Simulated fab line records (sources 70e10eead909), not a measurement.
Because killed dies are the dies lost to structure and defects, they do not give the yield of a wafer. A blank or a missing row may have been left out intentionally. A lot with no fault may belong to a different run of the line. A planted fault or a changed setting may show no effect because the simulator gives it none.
Which tool is to blame?	flow nandHarc	10 lots, 30 wafers sampled, at 5 steps of a route of 1159

WHAT THE GAUGES SHOWED, per wafer
NHARC_END_SORT_01.
lot	measured	on	killedAtArray	killedAtOther	killedAtPeriphery	killedDies	killedOpen	killedShort
L810	day 19 03:14	prober-02	22 23 24	0 0 0	4 3 4	26 26 28	2 4 4	0 1 2
L817	day 21 11:04	prober-02	21 35 24	3 1 0	6 4 1	30 40 25	4 7 2	2 3 3
L819	day 21 18:49	prober-02	26 23 31	1 2 1	3 2 3	30 27 35	5 3 8	2 0 1
L824	day 23 03:17	prober-01	673 675 672	3 0 2	1 2 3	677 677 677	4 1 3	0 2 2
L825	day 23 11:52	prober-01	672 676 670	0 0 1	5 1 6	677 677 677	5 3 6	0 2 2
L828	day 23 13:16	prober-02	21 22 23	1 0 0	2 2 1	24 24 24	4 3 3	1 1 2

WHAT TOOL EACH LOT RAN ON (gives the tool, then ch and the chambers of the sampled wafers, and finally the start)
lot	NHARC_A_CHANNEL_HOLE_D1_ETCH_39	NHARC_A_CHANNEL_HOLE_D1_ETCH_23	NHARC_A_CHANNEL_HOLE_D1_ETCH_25	NHARC_A_CHANNEL_FILL_D1_STRIP_28
L810	rieDiel-03 ch 0,1,3, day 7 22:05 or earlier	harEtch-02 ch 0,1, day 7 22:05	harEtch-02 ch 0,1, day 7 23:32	rieDiel-12 ch 1,2, day 9 03:16
L811	rieDiel-05 ch 1,2, day 8 22:07 or earlier	harEtch-01 ch 0,1, day 8 22:07	harEtch-01 ch 0,1, day 8 23:35	rieDiel-12 ch 0,2,3, day 10 02:53
L814	rieDiel-05 ch 2,3, day 9 15:12 or earlier	harEtch-01 ch 0,1, day 9 15:12	harEtch-01 ch 0,1, day 9 16:41	rieDiel-09 ch 0,1,2, day 10 19:43
L817	rieDiel-10 ch 1,2, day 10 03:32 or earlier	harEtch-02 ch 0, day 10 03:32	harEtch-02 ch 0, day 10 05:02	rieDiel-12 ch 0,1,2, day 11 12:30
L819	rieDiel-10 ch 0,3, day 10 10:47 or earlier	harEtch-01 ch 0,1, day 10 10:47	harEtch-01 ch 0,1, day 10 12:17	rieDiel-12 ch 1,2, day 11 18:31
L824	rieDiel-03 ch 0,3, day 12 02:01 or earlier	harEtch-02 ch 0,1, day 12 02:01	harEtch-02 ch 0,1, day 12 03:31	rieDiel-09 ch 0,1,2, day 13 08:16
L825	rieDiel-05 ch 2,3, day 12 03:21 or earlier	harEtch-01 ch 0,1, day 12 03:21	harEtch-01 ch 0,1, day 12 04:50	rieDiel-12 ch 2,3, day 13 08:16
L828	rieDiel-05 ch 0,2,3, day 12 15:10 or earlier	harEtch-01 ch 0,1, day 12 15:10	harEtch-01 ch 0,1, day 12 16:38	rieDiel-09 ch 0,1,3, day 13 21:08
L832	rieDiel-05 ch 1,2, day 13 22:02 or earlier	harEtch-02 ch 0,1, day 13 22:02	harEtch-02 ch 0,1, day 13 23:29	rieDiel-12 ch 0,1,2, day 15 03:59
L833	rieDiel-03 ch 0,3, day 14 02:26 or earlier	harEtch-02 ch 0,1, day 14 02:26	harEtch-02 ch 0,1, day 14 03:57	rieDiel-08 ch 0,1,2, day 15 07:37
- NHARC_A_CHANNEL_HOLE_D1_ETCH_39: etches the open film in N2/H2, target depth 260 nm, time 325 s.
- NHARC_A_CHANNEL_HOLE_D1_ETCH_23: etches the open film in C4F8/O2/Ar, time 819 s, target depth 1600 nm.
- NHARC_A_CHANNEL_HOLE_D1_ETCH_25: etches the open film in C4F8/O2/Ar, time 1040.2 s, target depth 1500 nm.
- NHARC_A_CHANNEL_FILL_D1_STRIP_28: strips in O2, time 20 s.

AS READ BY THE TOOLS THEMSELVES (means over the sampled wafers that have a number; for cases with no such wafer, the mark the record gives instead)
NHARC_A_CHANNEL_HOLE_D1_ETCH_39.
lot	tool	drypumpMotorCurrentA (A)	mfcArSccm (sccm)	oesProductAu (a.u.)	rfFwdPowerW (W)	rfVppV (V)	showerheadPlenumPTorr (Torr)	throttleValvePct (%)
L810	rieDiel-03	6.0	0.008	1.005	399.8	431.8	2.05	14.176
L811	rieDiel-05	5.8	0.001	1.009	400.0	430.8	2.06	14.171
L814	rieDiel-05	5.6	0.000	1.000	398.3	431.1	2.04	14.173
L817	rieDiel-10	5.5	0.007	0.982	400.4	427.4	1.96	14.174
L819	rieDiel-10	5.5	0.000	1.004	398.3	430.5	2.04	14.172
L824	rieDiel-03	5.8	0.015	1.017	399.0	432.4	2.13	14.169
L825	rieDiel-05	5.6	0.000	0.999	400.0	430.0	2.03	14.168
L828	rieDiel-05	5.5	0.011	0.997	399.2	431.1	2.06	14.165
L832	rieDiel-05	6.2	0.003	1.001	400.7	433.0	2.12	14.171
L833	rieDiel-03	6.1	0.008	0.989	398.5	430.6	2.06	14.172

NHARC_A_CHANNEL_HOLE_D1_ETCH_23.
lot	tool	drypumpMotorCurrentA (A)	escClampCurrentUA	mfcArSccm (sccm)	showerheadPlenumPTorr (Torr)	throttleValvePct (%)
L810	harEtch-02	5.72	0.0216	375.5	3.73	32.156
L811	harEtch-01	6.04	0.0209	375.6	3.82	32.159
L814	harEtch-01	6.02	0.0209	375.2	3.82	32.148
L817	harEtch-02	5.71	0.0214	375.4	3.64	32.153
L819	harEtch-01	6.03	0.0209	375.0	3.81	32.155
L824	harEtch-02	5.69	0.0216	375.2	3.71	32.152
L825	harEtch-01	6.02	0.0209	374.7	3.80	32.148
L828	harEtch-01	5.90	0.0206	375.2	3.80	32.149
L832	harEtch-02	5.69	0.0217	376.1	3.77	32.153
L833	harEtch-02	5.70	0.0216	374.3	3.69	32.154

NHARC_A_CHANNEL_HOLE_D1_ETCH_25.
lot	tool	drypumpMotorCurrentA (A)	escClampCurrentUA	mfcArSccm (sccm)	showerheadPlenumPTorr (Torr)	throttleValvePct (%)
L810	harEtch-02	5.68	0.0215	376.2	3.72	32.235
L811	harEtch-01	6.03	0.0209	374.8	3.82	32.231
L814	harEtch-01	6.05	0.0208	375.0	3.81	32.232
L817	harEtch-02	5.71	0.0214	375.5	3.64	32.237
L819	harEtch-01	6.03	0.0209	375.9	3.80	32.247
L824	harEtch-02	5.69	0.0216	372.9	3.70	32.235
L825	harEtch-01	6.02	0.0209	374.4	3.79	32.240
L828	harEtch-01	5.90	0.0207	375.1	3.79	32.232
L832	harEtch-02	5.65	0.0218	374.7	3.77	32.240
L833	harEtch-02	5.71	0.0216	375.9	3.68	32.227

NHARC_A_CHANNEL_FILL_D1_STRIP_28.
lot	tool	chamberPressureMTorr (mTorr)	drypumpMotorCurrentA (A)	mfcArSccm (sccm)	oesProductAu (a.u.)	rfVppV (V)	showerheadPlenumPTorr (Torr)	throttleValvePct (%)
L810	rieDiel-12	60.00	5.9	0.000	0.994	58.8	3.70	17.035
L811	rieDiel-12	60.05	5.3	0.001	0.990	58.4	3.67	17.041
L814	rieDiel-09	60.04	5.7	0.007	1.011	58.2	3.45	17.045
L817	rieDiel-12	60.00	5.6	0.000	0.985	57.8	3.71	17.039
L819	rieDiel-12	60.04	5.9	0.000	0.994	58.5	3.70	17.036
L824	rieDiel-09	-	-	-	-	-	-	-
L825	rieDiel-12	-	-	-	-	-	-	-
L828	rieDiel-09	59.99	5.6	0.000	0.999	57.6	3.59	17.031
L832	rieDiel-12	59.97	5.6	0.000	0.991	58.6	3.70	17.048
L833	rieDiel-08	59.96	5.6	0.010	0.993	57.8	3.55	17.037

THE ANSWER, worked out from the rows above alone
Rule: the usual values come from the lots themselves. Put in order of their means at a reading, lots are off if they are a third of the lots or fewer, leave a main group of 4 or more, and stand apart from it by a gap of 3 or more times the standard deviation of the main group's means; of several such gaps the widest counts. A main group whose means are all the same, to the digits that the tables above print for the reading, isn't used. Also off: a lot with no number at a reading for which 4 or more lots have one. Where the step has rows for the other lots, those lots are counted as sound. The gauges are gone through in route order, then the tools' own readings, and for those a lot's mean is taken as printed above. The first step at which some lot is off is used, and at that step the reading that is off furthest; a lot without a number counts as furthest.
Off at NHARC_END_SORT_01 (killedAtArray): L824, L825. The main group has a mean of 25 with a standard deviation of 2.1. Neither off nor sound, because the step has no rows for them: L811, L814, L832, L833.
A tool fits if, at a process step before that reading, it ran every lot that is off, and no sound lot after the first of them. The gauges at NHARC_END_SORT_01 aren't tried: what is off there is off at NHARC_A_CHANNEL_FILL_D1_STRIP_28 too, on other tools, and a gauge's error can't cause that. Because NHARC_A_CHANNEL_HOLE_D1_ETCH_39 lacks a start for some lots, the hours and order of its lots are taken from NHARC_A_CHANNEL_HOLE_D1_ETCH_23. Of those tried, none fits.

WHAT THE SIMULATOR HAD PUT IN
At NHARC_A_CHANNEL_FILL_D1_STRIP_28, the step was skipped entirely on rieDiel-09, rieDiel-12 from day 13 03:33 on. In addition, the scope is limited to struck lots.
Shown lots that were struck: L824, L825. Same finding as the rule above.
